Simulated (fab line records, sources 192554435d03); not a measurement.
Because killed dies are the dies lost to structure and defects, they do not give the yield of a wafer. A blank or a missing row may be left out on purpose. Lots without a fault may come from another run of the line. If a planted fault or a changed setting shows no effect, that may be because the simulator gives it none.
fab line records -- flow n5-finfet
[record] lots = 5, wafers = 12, last-day = 17
route steps=1938 shown BEOL_M4@1099 BEOL_M5@1112 MIM_TOP@1838 PASSIVATION@1936
lots that met no fault: taken from a fault-free run of the same line
start-h: hours from the record's first day to the start of the lot's first wafer shown -- wait-h: how many hours have passed since the lot's step before this one -- " as in the row above -- L1.1+2: one row covering several wafers at once -- - either no value or no given start -- * or withheld: withheld -- < > ~ a bound
route shown NAME@n: names a module that has steps shown in the file, with the first one's number in the route -- usual: mean/standard deviation of fault-free wafers -- same: alike in all rows -- chamber/n: place in a boat -- sites: readings site by site -- _std_site: their standard deviation -- _edge_site: outer sites' mean less inner sites' -- radius-mm: how far each site lies from the wafer's centre -- mask NAME#n: copy n -- behind: the tool/chamber that last shaped the wafer -- hold: the reason the lot was held/the length of the hold in hours/how it ended -- device: whichever transistor did not switch (one of n, p or np) -- end of line: tests of these same wafers at the route's end -- a step given without rows: its recipe and nothing more -- killed: not the wafer's yield, but the dies lost to structure and defects at the first sort -- map: the dies of a wafer, with x for killed, . for not killed, _ for no die there
set.NAME: the setting the step ran with; set.NAME@STEP: the setting that earlier step ran with -- model.NAME: the simulator's own value behind a step, which no gauge read
certain route steps with their lots: each step a table, each wafer a row
[[steps]]
[step N5_BEOL_M4_ANNEAL_95]
[recipe] temp-c = 400, time-s = 240, ambient = vacuum
[step N5_BEOL_M4_SPUTTER_96]
[recipe] material = Cu, target-thk-a = 45, temp-c = -20, chamber-pressure-pa = 0.07, power-w = withheld, time-s = 8.29
[step N5_BEOL_M4_ECD_50]
[recipe] material = Cu, target-thk-a = 3000
[step N5_BEOL_M4_ANNEAL_51]
[recipe] temp-c = 225, time-s = 90, ambient = N2
[step N5_BEOL_M4_CMP_52]
[recipe] stop-on = SiOC, t-overpolish-s = 6.8, down-force-psi = 1, platen-rpm = 50, clearing-platen-down-force-psi = 1.5, clearing-platen-rpm = 50, post-cmp-clean = cu-alkaline, target-thk-nm = 40, clearing-platen-pad-velocity-m-s = 0.99484, pad-velocity-m-s = 0.99484
[step N5_BEOL_M4_PRE_CLEAN_60]
[recipe] gas = NH3/H2, time-s = 15, temp-c = *, rf-power-w = 300
[step N5_BEOL_M4_CO_CAP_55]
[recipe] material = Co, target-thk-a = 20, temp-c = 200, precursor = CCTBA/H2, pressure-torr = 30, time-s = 102.1
[step N5_BEOL_M4_PRE_CLEAN_56]
[recipe] gas = NH3, time-s = 15, temp-c = withheld, rf-power-w = 300
[step N5_BEOL_M4_DEP_57]
[recipe] material = SiCN, target-thk-a = 80, temp-c = withheld, precursor = 3MS/NH3, pressure-torr = 3, rf-w = 202, time-s = 14
[step N5_BEOL_M4_RC_MEAS_101]
[usual] DIBL_N = 36.4/1.7, DIBL_P = 36.4/2.1, IOFF_N = 0.16/0.035, IOFF_P = 0.21/0.035, ION_N = 680/11, ION_P = 465/6.8, SS_N = 71.5/0.58, SS_P = 73.2/0.72, VT_N = 249/3.6, VT_P = -250/3.1
lot.wafer,tool,chamber,start-h,wait-h,DIBL_N[mV/V],DIBL_P[mV/V],IOFF_N[nA/um],IOFF_P[nA/um],ION_N[uA/um],ION_P[uA/um],SS_N[mV/dec],SS_P[mV/dec],VT_N[mV],VT_P[mV]
L801.2,prober-02,0,233.23,0.2,38.1,39.4,0.18,0.22,674,461,71.9,73.7,248,-250
L801.4,prober-02,0,233.23,0.2,35.0,36.0,0.14,0.18,674,461,71.0,72.9,251,-251
L801.5,prober-02,0,233.23,0.2,35.5,35.8,0.13,0.17,674,462,70.5,74.0,253,-252
L803.4,prober-02,0,252.48,0.5,35.6,35.3,0.16,0.23,687,474,71.0,73.0,247,-247
L803.6,prober-02,0,252.48,0.5,37.2,36.3,0.18,0.25,691,471,71.8,73.1,245,-247
L804.4,prober-01,0,256.83,0.5,35.9,36.7,0.14,0.18,674,464,70.7,73.3,251,-253
L804.6,prober-01,0,256.83,0.5,37.4,38.2,0.16,0.20,682,465,71.3,73.6,253,-254
L805.5,prober-02,0,261.36,0.6,33.8,34.0,0.12,0.16,668,455,70.9,72.2,253,-256
L805.6,prober-02,0,261.36,0.6,33.3,34.3,0.13,0.17,671,464,70.7,72.3,251,-252
L811.1,prober-02,0,293.24,0.0,40.7,41.2,0.28,0.30,710,472,72.3,74.5,239,-245
L811.4,prober-02,0,293.24,0.0,37.0,36.5,0.18,0.22,693,477,71.4,73.0,247,-248
L811.5,prober-02,0,293.24,0.0,40.4,40.9,0.25,0.29,697,473,71.9,74.7,240,-248
[step N5_BEOL_M5_ILD_DEP_00]
[recipe] material = SiCOH_lowk, target-thk-a = 1406.4, temp-c = 300, precursor = DEMS/porogen, pressure-torr = 5, rf-w = 500, time-s = 25.9
[step N5_BEOL_M5_CURE_79]
[recipe] temp-c = 385, time-s = 240, ambient = He/Ar, material = SiCOH_lowk
[step N5_BEOL_M5_PECVD_70]
[recipe] material = SiO2, target-thk-a = 160, temp-c = 400, precursor = TEOS/O2, pressure-torr = 5.5, rf-w = 450, teos-flow-sccm = 53.8, gas = O2, flow-sccm = 3000, time-s = 18
[step N5_BEOL_M5_HM_DEP_02]
[recipe] material = TiN, target-thk-a = 200, temp-c = 25, chamber-pressure-pa = 0.49996
[step N5_BEOL_M5_COAT_59]
[recipe] resist = SOC, temp-c = 250, time-s = 60, spin-rpm = 1500, resist-thk-nm = 60
[step N5_BEOL_M5_COAT_60]
[recipe] resist = SiARC, temp-c = 220, time-s = 60, spin-rpm = 1500, resist-thk-nm = 12
[step N5_BEOL_M5_COAT_71]
[recipe] resist = underlayer, temp-c = 205, time-s = 60, spin-rpm = 1500, resist-thk-nm = 5
[step N5_BEOL_M5_COAT_05]
[recipe] resist = CAR-EUV, spin-rpm = 1500, resist-thk-nm = 30
[step N5_BEOL_M5_EBR_07]
[recipe] solvent = PGMEA, ebr-width-mm = 1.5
[step N5_BEOL_M5_SOFTBAKE_06]
[recipe] temp-c = 110, time-s = 60, resist = CAR-EUV
[step N5_BEOL_M5_EXPOSE_08]
[recipe] mask-id = M5, na = 0.33, source-shape = annular, sigma-inner = 0.4, sigma-outer = 0.8, polarization = unpolarized, target-cd-nm = 28, dose-mj = 35.75
[step N5_BEOL_M5_PEB_09]
[recipe] peb-temp-c = 100, peb-time-s = 60, resist = CAR-EUV
[step N5_BEOL_M5_DEVELOP_10]
[recipe] develop-time-s = 30, developer = TMAH, resist = CAR-EUV, rinse-liquid = surfactant-rinse, dry = air-spin, dev-temp-c = 23
[step N5_BEOL_M5_DESCUM_16]
[recipe] chemistry = O2, time-s = 7, source-power-w = 50, bias-power-w = 20, pressure-mtorr = 20, rf-frequency-hz = 2.712e+07, temp-c = 40, resist = CAR-EUV, o2-flow-sccm = 225
[step N5_BEOL_M5_ETCH_72]
[recipe] chemistry = N2/H2, target = underlayer, target-depth-a = 65, mask-material = CAR-EUV, time-s = 5.2, ion-energy-ev = 200, pressure-mtorr = 30, source-w = 840, bias-w = 150, n2-flow-sccm = 200, h2-flow-sccm = 200, ends = cleared
[step N5_BEOL_M5_ETCH_61]
[recipe] chemistry = CF4, target = SiARC, target-depth-a = 156, mask-material = CAR-EUV, time-s = 26, ion-energy-ev = 80, pressure-mtorr = 40, source-w = 545, bias-w = 36, Ar_flow_sccm = 100, cf4-flow-sccm = 100, ends = cleared
[step N5_BEOL_M5_ETCH_62]
[recipe] chemistry = N2/H2, target = SOC, target-depth-a = 750, overetch-a = 150, mask-material = SiARC, temp-c = 40, time-s = 112.5, ion-energy-ev = 200, pressure-mtorr = 30, source-w = 840, bias-w = 150, n2-flow-sccm = 200, h2-flow-sccm = 200
[step N5_BEOL_M5_STRIP_63]
[recipe] chemistry = N2/H2, temp-c = 40, n2-flow-sccm = 200, h2-flow-sccm = 200, rf-frequency-hz = 6e+07
[step N5_BEOL_M5_STRIP_73]
[recipe] chemistry = N2/H2, temp-c = 40, n2-flow-sccm = 200, h2-flow-sccm = 200, rf-frequency-hz = 6e+07
[step N5_BEOL_M5_STRIP_64]
[recipe] chemistry = CF4, resist = SiARC, power-w = 300, bias-power-w = 75, pressure-mtorr = 50, cf4-flow-sccm = 150, rf-frequency-hz = 6e+07
[step N5_BEOL_M5_HM_OPEN_17]
[recipe] chemistry = Cl2/BCl3, target-depth-a = 200, overetch-a = 60, target = TiN, mask-material = SOC, ion-energy-ev = 150, pressure-mtorr = 10, icp-w = 1000, bias-w = 126, Cl2_flow_sccm = 53.25, bcl3-flow-sccm = 21.75, Ar_flow_sccm = 25
[step N5_BEOL_M5_STRIP_19]
[recipe] chemistry = O2, power-w = 400, temp-c = 40, pressure-mtorr = 30, rf-frequency-hz = 6e+07, bias-power-w = 0, overash-fraction = 0.2, o2-flow-sccm = 225
[step N5_BEOL_M5_COAT_65]
[recipe] resist = SOC, temp-c = 250, time-s = 60, spin-rpm = 1500, resist-thk-nm = 60
[step N5_BEOL_M5_COAT_66]
[recipe] resist = SiARC, temp-c = 220, time-s = 60, spin-rpm = 1500, resist-thk-nm = 12
[step N5_MIM_TOP_SPUTTER_03]
[recipe] material = TiN, target-thk-a = 350, temp-c = 200, power-w = 3000, chamber-pressure-pa = 0.49996, gas = Ar, reactive-partial-pa = 0.37997, time-s = 89.7
[usual] throttle-valve-pct = 29.3/1.2
lot.wafer,tool,chamber,start-h,wait-h,throttle-valve-pct,model.TiN_of_MIM_TOP_SPUTTER_03.thk-nm
L801.2,pvd-sputter-02,-,325.51,0.0,30.6,35.8
L801.4,pvd-sputter-02,-,325.51,0.0,27.8,35.2
L801.5,pvd-sputter-02,-,325.51,0.0,28.0,35
L803.4,pvd-sputter-02,-,354.74,0.0,30.5,38
L803.6,pvd-sputter-02,-,354.74,0.0,30.1,37.8
L804.4,pvd-sputter-02,-,355.83,0.0,28.2,37.8
L804.6,pvd-sputter-02,-,355.83,0.0,30.7,38
L805.5,pvd-sputter-02,-,356.57,0.0,30.5,35.2
L805.6,pvd-sputter-02,-,356.57,0.0,27.9,37.4
L811.1,pvd-sputter-03,-,387.01,0.0,29.2,35.2
L811.4,pvd-sputter-03,-,387.01,0.0,30.1,35.4
L811.5,pvd-sputter-03,-,387.01,0.0,30.1,35.2
[step N5_PASSIVATION_PROBE_49]
[usual] defect-limited-yield = 91.3/1.4, killed_at_M0_to_M3 = 36/11, killed_at_M4_up = 13/5.2, killed-at-contacts = 13/6.5, killed-at-front-end = 37/11, killed-at-other = 3.6/2.9, killed-dies = 103/17, killed-on-rim = 13/3.6, killed-open = 68/12, killed-short = 33/7.3, sort_bin_4_leakage = 0.01/0.039, sort_bin_5_function = 5.2/0.91, sort_bin_6_memory = 3.2/0.67, sort-n-pass = 1077/17, sort-yield-pct = 91.3/1.4
[same] gross-dies = 1180, killed-at-back-side = 0, sort_bin_8_speed[%] = 0
lot.wafer,tool,chamber,start-h,wait-h,defect-limited-yield[%],killed_at_M0_to_M3,killed_at_M4_up,killed-at-contacts,killed-at-front-end,killed-at-other,killed-dies,killed-on-rim,killed-open,killed-short,sort_bin_4_leakage[%],sort_bin_5_function[%],sort_bin_6_memory[%],sort-n-pass,sort-yield-pct[%]
L801.2,prober-01,-,337.51,0.1,90.4,35,8,28,36,6,113,15,79,32,0,5.7,3.6,1067,90.4
L801.4,prober-01,-,337.61,0.2,93.0,15,16,16,30,6,83,14,55,25,0,4.2,2.6,1097,93.0
L801.5,prober-01,-,337.66,0.2,94.0,20,16,19,14,2,71,11,51,20,0,3.7,2.1,1109,94.0
L804.4,prober-01,-,367.25,0.2,77.8,36,19,22,31,154,262,10,74,37,0,6.6,2.6,918,77.8
L804.6,prober-01,-,367.35,0.3,77.6,33,23,4,33,171,264,15,60,35,0,4.7,3.0,916,77.6
L805.5,prober-02,-,367.32,0.2,92.4,27,17,15,23,8,90,9,66,23,0,5.0,2.5,1090,92.4
L805.6,prober-02,-,367.37,0.3,78.2,31,21,16,38,151,257,14,79,29,0,5.2,3.6,923,78.2
L803.4,prober-01,-,368.10,0.2,74.1,32,19,9,56,190,306,17,62,43,0,5.8,3.3,874,74.1
L803.6,prober-01,-,368.20,0.3,77.2,32,12,2,51,172,269,14,64,33,0,4.9,3.2,911,77.2
// killed by level:class
L801.2 MOL_CONTACT_COAG:geometric-particle:open=23 BEOL_M0_SAQP:geometric-particle:open=9 STI_FIN_REVEAL:geometric-particle:open=8 BEOL_M0_SAQP:geometric-particle:short=8 BEOL_M3:geometric-particle:open=8 DUMMY_GATE:geometric-particle:open=5 MOL_CONTACT_COAG:geometric-particle:short=5 FIN_SAQP:geometric-particle:open=4
L801.4 MOL_CONTACT_COAG:geometric-particle:open=15 STI_FIN_REVEAL:geometric-particle:open=4 GATE_CUT:geometric-particle:open=4 BEOL_M3:geometric-particle:open=4 BEOL_M5:geometric-particle:open=4 MIM_TOP_ETCH:geometric-particle:open=4 FIN_SAQP:geometric-particle:open=3 GATE_CUT:geometric-particle:short=3
L801.5 MOL_CONTACT_COAG:geometric-particle:open=14 BEOL_M4:geometric-particle:open=7 BEOL_M2:geometric-particle:open=6 MOL_CONTACT_COAG:geometric-particle:short=5 BEOL_M0_SAQP:geometric-particle:short=5 BEOL_M0_SAQP:geometric-particle:open=5 STI_FIN_REVEAL:geometric-particle:open=4 DUMMY_GATE:geometric-particle:open=2
L804.4 MIM_TOP:area-sputter=150 MOL_CONTACT_COAG:geometric-particle:open=16 BEOL_M4:geometric-particle:open=11 BEOL_M0_SAQP:geometric-particle:open=8 BEOL_M2:geometric-particle:open=8 BEOL_M0_SAQP:geometric-particle:short=7 BEOL_M1:geometric-particle:open=7 ILD0:geometric-particle:open=6
L805.5 MOL_CONTACT_COAG:geometric-particle:open=12 BEOL_M1:geometric-particle:open=9 BEOL_M0_SAQP:geometric-particle:open=6 BEOL_M4:geometric-particle:open=6 BEOL_M2:geometric-particle:open=5 DUMMY_GATE:geometric-particle:open=4 BEOL_M5:geometric-particle:open=4 FIN_SAQP:geometric-particle:open=3
L804.6 MIM_TOP:area-sputter=169 BEOL_M4:geometric-particle:open=16 BEOL_M0_SAQP:geometric-particle:open=13 BEOL_M0_SAQP:geometric-particle:short=12 FIN_SAQP:geometric-particle:open=7 ILD0:geometric-particle:open=4 MOL_CONTACT_COAG:geometric-particle:open=4 STARTING-WAFER:geometric-particle:short=4
L805.6 MIM_TOP:area-sputter=149 MOL_CONTACT_COAG:geometric-particle:open=12 FIN_SAQP:geometric-particle:open=10 BEOL_M0_SAQP:geometric-particle:open=7 DUMMY_GATE:geometric-particle:open=7 BEOL_M0_SAQP:geometric-particle:short=7 BEOL_M1:geometric-particle:open=7 STI_FIN_REVEAL:geometric-particle:open=6
L803.4 MIM_TOP:area-sputter=185 BEOL_M1:geometric-particle:open=12 FIN_SAQP:geometric-particle:short=10 HKMG_FIN:area-etch=9 FIN_SAQP:geometric-particle:open=7 STI_FIN_REVEAL:geometric-particle:open=7 MOL_CONTACT_COAG:geometric-particle:open=7 GATE_CUT:geometric-particle:short=7
L803.6 MIM_TOP:area-sputter=168 FIN_SAQP:geometric-particle:open=9 DUMMY_GATE:geometric-particle:open=8 FIN_SAQP:geometric-particle:short=7 STI_FIN_REVEAL:geometric-particle:open=7 BEOL_M1:geometric-particle:open=7 BEOL_M0_SAQP:geometric-particle:short=5 BEOL_M0_SAQP:geometric-particle:open=5
// map L803.4 (x killed, . not)
_________________............________________
______________............x....._____________
___________....x...xx.........x....__________
__________xx.....x..x..............._________
________...xx.........x.x...x.x..x...._______
_______x..............x..x.............______
______..x.....x.......x..x........x...x._____
_____.......xx...x.x................x....____
____..........xx..x.x......x.x...x........___
___.x.....x.xx..x..xx..xx.....x.xx.......xx__
___.x....x......xxxx.xxxxx.xx...x..........__
__.........x.....x..xx.xx.x...........xxx..._
__x.....x..xx..x.x.xxxxx...xxxx............._
_......x...xxxx.xx..xx.xxxxxxx...xx....x.....
_x........x.x.x..xxxxxx.xxxx..x...xx.........
_x......x.xx.x.xxx.xxxxxx.xxx.xxxx.x......x..
_x........x...xxxxx.xxx.xxx..xx...........x..
_..........x..x.xx.xxxx.xx.xxx..x.x..........
_.x....x.......x.xx.x.xxxxxxxxx.x..xx.....x..
_......x...xxxx.xx..x...x..xx.x..x....x......
_......x..xxx...xxxxxxxxxxx.x.x..x.x..x..x...
__x............x.xx..x.xx.x.xx.xx.......x.x._
__..............xxx..xx..x.xx...........x..._
___......x.....x.....xx.x.x.xxx....x...x...__
___..............xx..xx..............x.....__
____xx...x......x..x.xxx....xx............___
_____.........x..x..x..x..x.......x.x....____
______....x........x..x................._____
_______.......x...................x....______
________.....x......x...............x._______
__________........x...........x....._________
___________.x.........x.....x......__________
______________...x.x.....x......_____________
_________________............________________
// map L804.6 (x killed, . not)
_________________............________________
______________............x....._____________
___________..........xx............__________
__________.........x...x............_________
________......x..xx..........x.x..x..._______
_______.........x......x...............______
______.....x....x...x...x........x......_____
_____.......x.....x......x..x..x.........____
____........x........x.x.....x.....x....x.___
___...........x...x...xx....xxxx...........__
___.............x.x...xxxxxx........x....x.__
__...............xx...x...x..xx............x_
__..............xxx.xxx.x..x.x...xx......x.._
_........x.....xxxxxxxxxxxxxxx....x........x.
_............xx.x.xx..x..x..xxxx.............
_...............xxx.x..xxxxxx.xxx......x.....
_xx......xx..x.xxxxxxxxxx.xx..x....x.........
_...x...xx..xxx.x.x.xxxxxxxx.x...x.......x...
_..x............xx..xx.xxxx.x.x...x.....xx...
_...........xx.xxxxx..xx.xx..xx....x.........
_..........x.x..xx...xxxxxxx.xxx.x.x.....x...
__.........xxxx..x...xx.xxxx.xxx...x........_
__.x..........x..xxx.x..x.xx.x..x.x........._
___x...........xx.x.xxxxx.....x............__
___.x.............x...xx..x....x.x.......x.__
____........x..........xx.........x.......___
_____.x....x.....x.x...x.................____
______..........x..x...................._____
_______.........x......................______
________....x......x.........x.x......_______
__________.........x....x..........._________
___________xx.x...........x...x...x__________
______________.........x.......x_____________
_________________.......x....________________
[[key]]
[first-sign] step = N5_PASSIVATION_PROBE_49, reading = killed-at-other, direction = up, sigmas = 57, usual = 3.6, struck = 167.6
[effect] step = N5_PASSIVATION_PROBE_49, reading = sort-n-pass, direction = down, sigmas = 10, usual = 1077, struck = 908
[model-effect] step = N5_MIM_TOP_SPUTTER_03, value = TiN_of_MIM_TOP_SPUTTER_03.thk-nm, without = 35.4, struck = 37.8
[more-kills-born-at] N5_MIM_TOP_SPUTTER_03@pvd-sputter-02 = 821
met-at N5_MIM_TOP_SPUTTER_03
struck-wafers L803.4,L803.6,L804.4,L804.6,L805.6
onset-between 325.51 354.74
[fault] kind = process-parameter-drift, tool = pvd-sputter-02, chamber = -, onset-h = 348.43, steps = N5_MIM_TOP_SPUTTER_03, channel = time-s, offset = *, shape = step, end-h = 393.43, scope = struck-wafers-only, acts-in = *, stated = *
